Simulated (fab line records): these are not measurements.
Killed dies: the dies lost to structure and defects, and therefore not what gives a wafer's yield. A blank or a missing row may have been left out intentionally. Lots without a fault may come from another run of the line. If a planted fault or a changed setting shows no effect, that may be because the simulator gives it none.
Chamber matching -- flow n5_finfet -- cvd_co-01 running N5_BEOL_M5_PRE_CLEAN_77: 3 sister chambers
The step time 15 s. 16 wafers are shown with their chamber, then 8 later ones without.

== WAFERS WITH THEIR CHAMBER ==
wafer,chamber,heater_power_w (W)
L074.1,2,82
L074.3,1,140
L074.6,0,78
L075.1,0,76
L075.3,2,80
L075.4,2,82
L083.1,0,78
L083.5,0,76
L083.6,1,139
L082.1,1,140
L082.3,0,78
L082.5,2,84
L085.3,0,75
L085.5,1,143
L085.6,2,81
L089.1,2,80

SIGNATURES (averages over the wafers above)
reading,chamber 0,chamber 1,chamber 2,scatter within a chamber
heater_power_w,76.83,140.50,81.50,1.5
Rule: a wafer lies at a distance from a chamber equal to the root of the sum of squares, over the readings, of (its reading less the chamber's mean, divided by the reading's scatter). If the next closest chamber is less than 2 further off than the closest, the wafer can't be placed; otherwise it belongs to the closest. The scatter is the square root of a quotient: the sum, over the shown wafers, of each reading's squared deviation from its chamber's mean, divided by wafers minus chambers.

== WAFERS MISSING THEIR CHAMBER ==
wafer,heater_power_w (W)
L089.5,141
L089.6,77
L096.1,144
L096.5,83
L096.6,77
L095.2,144
L095.4,144
L095.6,79

== THE CHAMBER EACH PASSED THROUGH ==
wafer,from the rows above,in truth
L089.5,1,1
L089.6,0,0
L096.1,1,1
L096.5,2,2
L096.6,0,0
L095.2,1,1
L095.4,1,1
L095.6,can't be placed: 0 or 2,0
Correctly placed: 7 of 8. From these rows, 1 cannot be placed; in 1 the true chamber is one of the candidates. Number placed wrongly: 0.
